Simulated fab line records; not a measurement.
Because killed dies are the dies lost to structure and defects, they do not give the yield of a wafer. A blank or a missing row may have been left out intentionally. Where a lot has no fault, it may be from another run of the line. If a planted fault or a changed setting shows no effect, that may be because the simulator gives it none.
fab line records / flow n5Finfet / part 2 of 2: steps 23 to 33 of 33
record lots=5 wafers=15 lastDay=18
route steps=1938 shown BEOL_M6@1241 BEOL_M7@1263
lots untouched by any fault: they come from a run of this same line in which no faults occurred
startH: hours from the record's opening day to when the first of the lot's shown wafers began / waitH: time in hours since the lot's previous step / " identical to the entry in the row above / L1.1+2: one row covering several wafers at once / - no value present, or no start provided / * or withheld: withheld / < > ~ a bound
route shown NAME@n: NAME is a module with steps in the file, n the number in the route of the first one / usual: mean/standard deviation taken from wafers without a fault / same: alike in all rows / chamber/n: place in a boat / sites: each site's reading / _std_site: how widely they spread, as a standard deviation / _edge_site: the outer-site mean with the inner-site mean subtracted / radiusMm: for every site, how far away it sits from the centre of the wafer / mask NAME#n: copy n / behind: tool/chamber where the wafer was last shaped / hold: the reason the lot was held/the length of the hold in hours/how it ended / device: which transistor (n, p or np) failed to switch / end of line: the tests these same wafers got at the end of their route / for a step that has no rows: nothing shown but its recipe / killed: dies lost to structure and defects at the first sort, not the wafer's yield / map: per-die view of a wafer (x killed, . not killed, _ where there is no die)
set.NAME: setting as actually run; set.NAME@STEP: the setting as run at that earlier step / model.NAME: the simulator's own value behind a step, which no gauge read
certain route steps with their lots: each step a table, each wafer a row
services: a tool's chamber out of use, with start hour (startH, from the record's first day; less than 0 if before it), hours out, and reason
## steps
# step N5_BEOL_M7_ILD_DEP_00
# recipe material=SiCOH_lowk targetThkA=1797.5 tempC=300 precursor=DEMS/porogen pressureTorr=5 rfW=500 timeS=33.4
# usual heaterPowerW=316/57 showerheadPlenumPTorr=5.732/0.021 throttleValvePct=13.4/0.55
lot.wafer=L083.2 tool=pecvd-03 chamber=2 startH=252.32 waitH=0.0 heaterPowerW=234 showerheadPlenumPTorr=5.710 throttleValvePct=12.4
lot.wafer=L083.5 tool=pecvd-03 chamber=2 startH=252.32 waitH=0.0 heaterPowerW=234 showerheadPlenumPTorr=5.718 throttleValvePct=12.2
lot.wafer=L083.6 tool=pecvd-03 chamber=1 startH=252.32 waitH=0.0 heaterPowerW=370 showerheadPlenumPTorr=5.783 throttleValvePct=13.3
lot.wafer=L092.2 tool=pecvd-01 chamber=0 startH=327.96 waitH=0.0 heaterPowerW=292 showerheadPlenumPTorr=5.737 throttleValvePct=13.9
lot.wafer=L092.5 tool=pecvd-01 chamber=1 startH=327.96 waitH=0.0 heaterPowerW=257 showerheadPlenumPTorr=5.721 throttleValvePct=14.0
lot.wafer=L092.6 tool=pecvd-01 chamber=2 startH=327.96 waitH=0.0 heaterPowerW=364 showerheadPlenumPTorr=5.740 throttleValvePct=13.7
lot.wafer=L095.1 tool=pecvd-01 chamber=1 startH=332.58 waitH=0.0 heaterPowerW=311 showerheadPlenumPTorr=5.727 throttleValvePct=14.0
lot.wafer=L095.4 tool=pecvd-01 chamber=0 startH=332.58 waitH=0.0 heaterPowerW=343 showerheadPlenumPTorr=5.720 throttleValvePct=13.6
lot.wafer=L095.6 tool=pecvd-01 chamber=1 startH=332.58 waitH=0.0 heaterPowerW=317 showerheadPlenumPTorr=5.711 throttleValvePct=14.1
lot.wafer=L096.3 tool=pecvd-04 chamber=0 startH=335.95 waitH=0.0 heaterPowerW=281 showerheadPlenumPTorr=5.707 throttleValvePct=14.3
lot.wafer=L096.5 tool=pecvd-04 chamber=1 startH=335.95 waitH=0.0 heaterPowerW=425 showerheadPlenumPTorr=5.717 throttleValvePct=13.7
lot.wafer=L096.6 tool=pecvd-04 chamber=0 startH=335.95 waitH=0.0 heaterPowerW=213 showerheadPlenumPTorr=5.712 throttleValvePct=14.5
lot.wafer=L097.2 tool=pecvd-03 chamber=2 startH=360.03 waitH=0.0 heaterPowerW=224 showerheadPlenumPTorr=5.703 throttleValvePct=12.5
lot.wafer=L097.3 tool=pecvd-03 chamber=1 startH=360.03 waitH=0.0 heaterPowerW=370 showerheadPlenumPTorr=5.771 throttleValvePct=13.5
lot.wafer=L097.5 tool=pecvd-03 chamber=1 startH=360.03 waitH=0.0 heaterPowerW=372 showerheadPlenumPTorr=5.768 throttleValvePct=13.4
# step N5_BEOL_M7_CURE_74
# recipe tempC=385 timeS=240 ambient=He/Ar material=SiCOH_lowk
# usual lampPowerPct=52.31/0.054 wafer_temp_C_max=386.7/0.68
lot.wafer=L083.2 tool=uvCure-01 chamber=1 startH=252.46 waitH=0.1 lampPowerPct=52.35 wafer_temp_C_max=386.4
lot.wafer=L083.5 tool=uvCure-01 chamber=1 startH=252.46 waitH=0.1 lampPowerPct=52.36 wafer_temp_C_max=386.8
lot.wafer=L083.6 tool=uvCure-01 chamber=1 startH=252.46 waitH=0.1 lampPowerPct=52.35 wafer_temp_C_max=386.9
lot.wafer=L092.2 tool=uvCure-01 chamber=1 startH=328.11 waitH=0.1 lampPowerPct=52.27 wafer_temp_C_max=386.3
lot.wafer=L092.5 tool=uvCure-01 chamber=1 startH=328.11 waitH=0.1 lampPowerPct=52.33 wafer_temp_C_max=386.7
lot.wafer=L092.6 tool=uvCure-01 chamber=1 startH=328.11 waitH=0.1 lampPowerPct=52.28 wafer_temp_C_max=386.4
lot.wafer=L095.1 tool=uvCure-03 chamber=1 startH=332.64 waitH=0.0 lampPowerPct=52.26 wafer_temp_C_max=387.7
lot.wafer=L095.4 tool=uvCure-03 chamber=1 startH=332.64 waitH=0.0 lampPowerPct=52.31 wafer_temp_C_max=387.7
lot.wafer=L095.6 tool=uvCure-03 chamber=1 startH=332.64 waitH=0.0 lampPowerPct=52.33 wafer_temp_C_max=389.2
lot.wafer=L096.3 tool=uvCure-03 chamber=2 startH=336.18 waitH=0.2 lampPowerPct=52.30 wafer_temp_C_max=386.1
lot.wafer=L096.5 tool=uvCure-03 chamber=2 startH=336.18 waitH=0.2 lampPowerPct=52.39 wafer_temp_C_max=386.9
lot.wafer=L096.6 tool=uvCure-03 chamber=2 startH=336.18 waitH=0.2 lampPowerPct=52.30 wafer_temp_C_max=386.7
lot.wafer=L097.2 tool=uvCure-01 chamber=0 startH=360.26 waitH=0.2 lampPowerPct=52.34 wafer_temp_C_max=386.4
lot.wafer=L097.3 tool=uvCure-01 chamber=0 startH=360.26 waitH=0.2 lampPowerPct=52.34 wafer_temp_C_max=386.7
lot.wafer=L097.5 tool=uvCure-01 chamber=0 startH=360.26 waitH=0.2 lampPowerPct=52.29 wafer_temp_C_max=387.1
# step N5_BEOL_M7_THK_MEAS_01
# recipe reads=SiCOH_lowk_of_BEOL_M7_ILD_DEP_00
# usual M7_ILD_THK=154.5/2
lot.wafer=L083.2 tool=filmMetro-02 chamber=- startH=252.90 waitH=0.4 M7_ILD_THK[nm]=154.2
lot.wafer=L083.5 tool=filmMetro-02 chamber=- startH=252.90 waitH=0.4 M7_ILD_THK[nm]=156.5
lot.wafer=L083.6 tool=filmMetro-02 chamber=- startH=252.90 waitH=0.4 M7_ILD_THK[nm]=156.2
lot.wafer=L092.2 tool=filmMetro-01 chamber=- startH=328.54 waitH=0.4 M7_ILD_THK[nm]=154.6
lot.wafer=L092.5 tool=filmMetro-01 chamber=- startH=328.54 waitH=0.4 M7_ILD_THK[nm]=155.2
lot.wafer=L092.6 tool=filmMetro-01 chamber=- startH=328.54 waitH=0.4 M7_ILD_THK[nm]=155.9
lot.wafer=L095.1 tool=filmMetro-01 chamber=- startH=333.15 waitH=0.4 M7_ILD_THK[nm]=152.0
lot.wafer=L095.4 tool=filmMetro-01 chamber=- startH=333.15 waitH=0.4 M7_ILD_THK[nm]=153.9
lot.wafer=L095.6 tool=filmMetro-01 chamber=- startH=333.15 waitH=0.4 M7_ILD_THK[nm]=153.5
lot.wafer=L096.3 tool=filmMetro-01 chamber=- startH=336.53 waitH=0.3 M7_ILD_THK[nm]=152.8
lot.wafer=L096.5 tool=filmMetro-01 chamber=- startH=336.53 waitH=0.3 M7_ILD_THK[nm]=156.4
lot.wafer=L096.6 tool=filmMetro-01 chamber=- startH=336.53 waitH=0.3 M7_ILD_THK[nm]=158.3
lot.wafer=L097.2 tool=filmMetro-01 chamber=- startH=361.09 waitH=0.7 M7_ILD_THK[nm]=154.4
lot.wafer=L097.3 tool=filmMetro-01 chamber=- startH=361.09 waitH=0.7 M7_ILD_THK[nm]=154.0
lot.wafer=L097.5 tool=filmMetro-01 chamber=- startH=361.09 waitH=0.7 M7_ILD_THK[nm]=155.2
# step N5_BEOL_M7_PECVD_70
# recipe material=SiO2 targetThkA=200 tempC=400 precursor=TEOS/O2 pressureTorr=5.5 rfW=450 teosFlowSccm=53.8 gas=O2 flowSccm=3000 timeS=22.7
# usual heaterPowerW=725/86 showerheadPlenumPTorr=8.75/0.071 throttleValvePct=21.8/0.72
lot.wafer=L083.2 tool=pecvd-01 chamber=2 startH=252.93 waitH=0.0 heaterPowerW=719 showerheadPlenumPTorr=8.75 throttleValvePct=21.6
lot.wafer=L083.5 tool=pecvd-01 chamber=0 startH=252.93 waitH=0.0 heaterPowerW=750 showerheadPlenumPTorr=8.75 throttleValvePct=22.3
lot.wafer=L083.6 tool=pecvd-01 chamber=2 startH=252.93 waitH=0.0 heaterPowerW=703 showerheadPlenumPTorr=8.75 throttleValvePct=21.6
lot.wafer=L092.2 tool=pecvd-04 chamber=2 startH=328.58 waitH=0.0 heaterPowerW=806 showerheadPlenumPTorr=8.83 throttleValvePct=20.7
lot.wafer=L092.5 tool=pecvd-04 chamber=1 startH=328.58 waitH=0.0 heaterPowerW=755 showerheadPlenumPTorr=8.68 throttleValvePct=21.9
lot.wafer=L092.6 tool=pecvd-04 chamber=2 startH=328.58 waitH=0.0 heaterPowerW=811 showerheadPlenumPTorr=8.85 throttleValvePct=20.9
lot.wafer=L095.1 tool=pecvd-01 chamber=1 startH=333.19 waitH=0.0 heaterPowerW=669 showerheadPlenumPTorr=8.72 throttleValvePct=22.3
lot.wafer=L095.4 tool=pecvd-01 chamber=1 startH=333.19 waitH=0.0 heaterPowerW=704 showerheadPlenumPTorr=8.71 throttleValvePct=22.5
lot.wafer=L095.6 tool=pecvd-01 chamber=0 startH=333.19 waitH=0.0 heaterPowerW=711 showerheadPlenumPTorr=8.75 throttleValvePct=22.2
lot.wafer=L096.3 tool=pecvd-04 chamber=2 startH=336.57 waitH=0.0 heaterPowerW=695 showerheadPlenumPTorr=8.83 throttleValvePct=20.8
lot.wafer=L096.5 tool=pecvd-04 chamber=2 startH=336.57 waitH=0.0 heaterPowerW=707 showerheadPlenumPTorr=8.84 throttleValvePct=20.8
lot.wafer=L096.6 tool=pecvd-04 chamber=0 startH=336.57 waitH=0.0 heaterPowerW=581 showerheadPlenumPTorr=8.66 throttleValvePct=23.1
lot.wafer=L097.2 tool=pecvd-03 chamber=2 startH=361.13 waitH=0.0 heaterPowerW=604 showerheadPlenumPTorr=8.65 throttleValvePct=20.5
lot.wafer=L097.3 tool=pecvd-03 chamber=1 startH=361.13 waitH=0.0 heaterPowerW=842 showerheadPlenumPTorr=8.93 throttleValvePct=21.5
lot.wafer=L097.5 tool=pecvd-03 chamber=1 startH=361.13 waitH=0.0 heaterPowerW=826 showerheadPlenumPTorr=8.92 throttleValvePct=21.7
# step N5_BEOL_M7_HM_DEP_02
# recipe material=TiN targetThkA=200 tempC=25 chamberPressurePa=0.49996
# usual chamberPressurePa=0.5001/0.001 throttleValvePct=29.7/1.4
lot.wafer=L083.2 tool=pvdSputter-02 chamber=- startH=253.44 waitH=0.5 chamberPressurePa=0.5004 throttleValvePct=32.2
lot.wafer=L083.5 tool=pvdSputter-02 chamber=- startH=253.44 waitH=0.5 chamberPressurePa=0.5002 throttleValvePct=30.1
lot.wafer=L083.6 tool=pvdSputter-02 chamber=- startH=253.44 waitH=0.5 chamberPressurePa=0.4982 throttleValvePct=29.8
lot.wafer=L092.2 tool=pvdSputter-02 chamber=- startH=330.19 waitH=1.6 chamberPressurePa=0.5009 throttleValvePct=29.9
lot.wafer=L092.5 tool=pvdSputter-02 chamber=- startH=330.19 waitH=1.6 chamberPressurePa=0.4994 throttleValvePct=32.4
lot.wafer=L092.6 tool=pvdSputter-02 chamber=- startH=330.19 waitH=1.6 chamberPressurePa=0.5004 throttleValvePct=30.1
lot.wafer=L095.1 tool=pvdSputter-01 chamber=- startH=333.97 waitH=0.8 chamberPressurePa=0.4992 throttleValvePct=27.7
lot.wafer=L095.4 tool=pvdSputter-01 chamber=- startH=333.97 waitH=0.8 chamberPressurePa=0.5014 throttleValvePct=28.4
lot.wafer=L095.6 tool=pvdSputter-01 chamber=- startH=333.97 waitH=0.8 chamberPressurePa=0.5008 throttleValvePct=28.4
lot.wafer=L096.3 tool=pvdSputter-02 chamber=- startH=337.93 waitH=1.3 chamberPressurePa=0.4993 throttleValvePct=30.4
lot.wafer=L096.5 tool=pvdSputter-02 chamber=- startH=337.93 waitH=1.3 chamberPressurePa=0.4975 throttleValvePct=30.3
lot.wafer=L096.6 tool=pvdSputter-02 chamber=- startH=337.93 waitH=1.3 chamberPressurePa=0.4989 throttleValvePct=29.9
lot.wafer=L097.2 tool=pvdSputter-01 chamber=- startH=362.53 waitH=1.4 chamberPressurePa=0.5004 throttleValvePct=31.2
lot.wafer=L097.3 tool=pvdSputter-01 chamber=- startH=362.53 waitH=1.4 chamberPressurePa=0.5010 throttleValvePct=27.4
lot.wafer=L097.5 tool=pvdSputter-01 chamber=- startH=362.53 waitH=1.4 chamberPressurePa=0.5006 throttleValvePct=31.1
# step N5_BEOL_M7_COAT_59
# recipe resist=SOC tempC=250 timeS=60 spinRpm=1500 resistThkNm=100
# usual spinSpeedRpm=1500.1/0.84
lot.wafer=L083.2 tool=lithoTrack-05 chamber=0 startH=253.57 waitH=0.1 spinSpeedRpm=1500.9
lot.wafer=L083.5 tool=lithoTrack-05 chamber=0 startH=253.57 waitH=0.1 spinSpeedRpm=1500.7
lot.wafer=L083.6 tool=lithoTrack-05 chamber=0 startH=253.57 waitH=0.1 spinSpeedRpm=1500.8
lot.wafer=L092.2 tool=lithoTrack-05 chamber=0 startH=330.31 waitH=0.1 spinSpeedRpm=1499.1
lot.wafer=L092.5 tool=lithoTrack-05 chamber=0 startH=330.31 waitH=0.1 spinSpeedRpm=1499.5
lot.wafer=L092.6 tool=lithoTrack-05 chamber=0 startH=330.31 waitH=0.1 spinSpeedRpm=1499.6
lot.wafer=L095.1 tool=lithoTrack-05 chamber=0 startH=334.09 waitH=0.1 spinSpeedRpm=1498.3
lot.wafer=L095.4 tool=lithoTrack-05 chamber=0 startH=334.09 waitH=0.1 spinSpeedRpm=1500.1
lot.wafer=L095.6 tool=lithoTrack-05 chamber=0 startH=334.09 waitH=0.1 spinSpeedRpm=1500.4
lot.wafer=L096.3 tool=lithoTrack-01 chamber=0 startH=338.06 waitH=0.1 spinSpeedRpm=1499.7
lot.wafer=L096.5 tool=lithoTrack-01 chamber=0 startH=338.06 waitH=0.1 spinSpeedRpm=1499.2
lot.wafer=L096.6 tool=lithoTrack-01 chamber=0 startH=338.06 waitH=0.1 spinSpeedRpm=1500.7
lot.wafer=L097.2 tool=lithoTrack-05 chamber=0 startH=362.65 waitH=0.1 spinSpeedRpm=1500.9
lot.wafer=L097.3 tool=lithoTrack-05 chamber=0 startH=362.65 waitH=0.1 spinSpeedRpm=1500.6
lot.wafer=L097.5 tool=lithoTrack-05 chamber=0 startH=362.65 waitH=0.1 spinSpeedRpm=1500.9
# step N5_BEOL_M7_COAT_60
# recipe resist=SiARC tempC=220 timeS=60 spinRpm=1500 resistThkNm=35
# usual spinSpeedRpm=1500.1/0.95
lot.wafer=L083.2 tool=lithoTrack-05 chamber=0 startH=- waitH=- spinSpeedRpm=1499.6
lot.wafer=L083.5 tool=lithoTrack-05 chamber=0 startH=- waitH=- spinSpeedRpm=1499.7
lot.wafer=L083.6 tool=lithoTrack-05 chamber=0 startH=- waitH=- spinSpeedRpm=1499.7
lot.wafer=L092.2 tool=lithoTrack-05 chamber=0 startH=- waitH=- spinSpeedRpm=1502.2
lot.wafer=L092.5 tool=lithoTrack-05 chamber=0 startH=- waitH=- spinSpeedRpm=1501.5
lot.wafer=L092.6 tool=lithoTrack-05 chamber=0 startH=- waitH=- spinSpeedRpm=1500.2
lot.wafer=L095.1 tool=lithoTrack-05 chamber=0 startH=- waitH=- spinSpeedRpm=1500.4
lot.wafer=L095.4 tool=lithoTrack-05 chamber=0 startH=- waitH=- spinSpeedRpm=1499.3
lot.wafer=L095.6 tool=lithoTrack-05 chamber=0 startH=- waitH=- spinSpeedRpm=1500.5
lot.wafer=L096.3 tool=lithoTrack-01 chamber=0 startH=- waitH=- spinSpeedRpm=1498.5
lot.wafer=L096.5 tool=lithoTrack-01 chamber=0 startH=- waitH=- spinSpeedRpm=1499.6
lot.wafer=L096.6 tool=lithoTrack-01 chamber=0 startH=- waitH=- spinSpeedRpm=1499.2
lot.wafer=L097.2 tool=lithoTrack-05 chamber=0 startH=- waitH=- spinSpeedRpm=1499.4
lot.wafer=L097.3 tool=lithoTrack-05 chamber=0 startH=- waitH=- spinSpeedRpm=1497.7
lot.wafer=L097.5 tool=lithoTrack-05 chamber=0 startH=- waitH=- spinSpeedRpm=1499.8
# step N5_BEOL_M7_COAT_05
# recipe resist=CAR-ArF spinRpm=1500 resistThkNm=90
# usual spinSpeedRpm=1499.8/1
lot.wafer=L083.2 tool=lithoTrack-05 chamber=0 startH=- waitH=- spinSpeedRpm=1500.5
lot.wafer=L083.5 tool=lithoTrack-05 chamber=0 startH=- waitH=- spinSpeedRpm=1500.2
lot.wafer=L083.6 tool=lithoTrack-05 chamber=0 startH=- waitH=- spinSpeedRpm=1499.6
lot.wafer=L092.2 tool=lithoTrack-05 chamber=0 startH=- waitH=- spinSpeedRpm=1500.5
lot.wafer=L092.5 tool=lithoTrack-05 chamber=0 startH=- waitH=- spinSpeedRpm=1499.4
lot.wafer=L092.6 tool=lithoTrack-05 chamber=0 startH=- waitH=- spinSpeedRpm=1500.3
lot.wafer=L095.1 tool=lithoTrack-05 chamber=0 startH=- waitH=- spinSpeedRpm=1499.9
lot.wafer=L095.4 tool=lithoTrack-05 chamber=0 startH=- waitH=- spinSpeedRpm=1498.8
lot.wafer=L095.6 tool=lithoTrack-05 chamber=0 startH=- waitH=- spinSpeedRpm=1500.5
lot.wafer=L096.3 tool=lithoTrack-01 chamber=0 startH=- waitH=- spinSpeedRpm=1500.5
lot.wafer=L096.5 tool=lithoTrack-01 chamber=0 startH=- waitH=- spinSpeedRpm=1502.1
lot.wafer=L096.6 tool=lithoTrack-01 chamber=0 startH=- waitH=- spinSpeedRpm=1500.5
lot.wafer=L097.2 tool=lithoTrack-05 chamber=0 startH=- waitH=- spinSpeedRpm=1499.3
lot.wafer=L097.3 tool=lithoTrack-05 chamber=0 startH=- waitH=- spinSpeedRpm=1499.3
lot.wafer=L097.5 tool=lithoTrack-05 chamber=0 startH=- waitH=- spinSpeedRpm=1499.8
# step N5_BEOL_M7_EBR_07
# recipe solvent=PGMEA ebrWidthMm=1.5
lot.wafer=L083.2+5+6 tool=lithoTrack-05 chamber=0 startH=- waitH=-
lot.wafer=L092.2+5+6 tool=lithoTrack-05 chamber=0 startH=- waitH=-
lot.wafer=L095.1+4+6 tool=lithoTrack-05 chamber=0 startH=- waitH=-
lot.wafer=L096.3+5+6 tool=lithoTrack-01 chamber=0 startH=- waitH=-
lot.wafer=L097.2+3+5 tool=lithoTrack-05 chamber=0 startH=- waitH=-
# step N5_BEOL_M7_SOFTBAKE_06
# recipe tempC=110 timeS=60 resist=CAR-ArF
lot.wafer=L083.2+5+6 tool=lithoTrack-05 chamber=0 startH=- waitH=-
lot.wafer=L092.2+5+6 tool=lithoTrack-05 chamber=0 startH=- waitH=-
lot.wafer=L095.1+4+6 tool=lithoTrack-05 chamber=0 startH=- waitH=-
lot.wafer=L096.3+5+6 tool=lithoTrack-01 chamber=0 startH=- waitH=-
lot.wafer=L097.2+3+5 tool=lithoTrack-05 chamber=0 startH=- waitH=-
# step N5_BEOL_M7_EXPOSE_08
# recipe maskId=M7 na=1.35 sourceShape=dipole sigmaInner=0.817 sigmaOuter=0.97 polarization=te doseMj=68.25
lot.wafer=L083.2+5+6 tool=arfiScanner-01 chamber=0 startH=253.69 waitH=- mask=M7#0
lot.wafer=L092.2+5+6 tool=arfiScanner-02 chamber=0 startH=330.44 waitH=- mask=M7#0
lot.wafer=L095.1+4+6 tool=arfiScanner-02 chamber=0 startH=334.23 waitH=- mask=M7#0
lot.wafer=L096.3+5+6 tool=arfiScanner-02 chamber=0 startH=338.31 waitH=- mask=M7#0
lot.wafer=L097.2+3+5 tool=arfiScanner-01 chamber=0 startH=362.90 waitH=- mask=M7#0
## services
tool=pvdSputter-03 chamber=- startH=229.48 hours=0.6 kind=repair
tool=uvCure-01 chamber=- startH=232.42 hours=2.1 kind=pm
tool=pecvd-01 chamber=2 startH=235.29 hours=6.0 kind=repair
tool=cmp-04 chamber=- startH=240.82 hours=2.1 kind=repair
tool=arfiScanner-01 chamber=- startH=248.48 hours=1.0 kind=pm
tool=pecvd-01 chamber=2 startH=255.35 hours=1.9 kind=repair
tool=rieDiel-05 chamber=- startH=259.04 hours=0.4 kind=repair
tool=uvCure-03 chamber=- startH=259.79 hours=2.1 kind=pm
tool=ecdCu-02 chamber=- startH=264.73 hours=2.3 kind=repair
tool=aldMetal-03 chamber=- startH=286.75 hours=6.0 kind=pm
tool=arfiScanner-01 chamber=- startH=288.17 hours=1.3 kind=pm
tool=rtpAnneal-01 chamber=- startH=288.53 hours=3.9 kind=pm
tool=arfiScanner-02 chamber=- startH=289.60 hours=3.1 kind=pm
tool=uvCure-02 chamber=- startH=304.13 hours=7.5 kind=pm
tool=arfiScanner-02 chamber=- startH=304.98 hours=0.8 kind=pm
tool=uvCure-03 chamber=- startH=306.34 hours=6.0 kind=pm
tool=arfiScanner-02 chamber=- startH=312.36 hours=1.5 kind=repair
tool=pecvd-04 chamber=0 startH=327.13 hours=2.1 kind=repair
tool=arfiScanner-02 chamber=- startH=330.68 hours=1.0 kind=pm
tool=arfiScanner-02 chamber=- startH=341.07 hours=1.3 kind=pm
tool=pvdSputter-01 chamber=- startH=343.75 hours=1.0 kind=repair
tool=ecdCu-02 chamber=- startH=348.42 hours=0.5 kind=repair
tool=cmp-04 chamber=- startH=355.45 hours=4.0 kind=pm
tool=cmp-04 chamber=- startH=360.98 hours=1.1 kind=repair
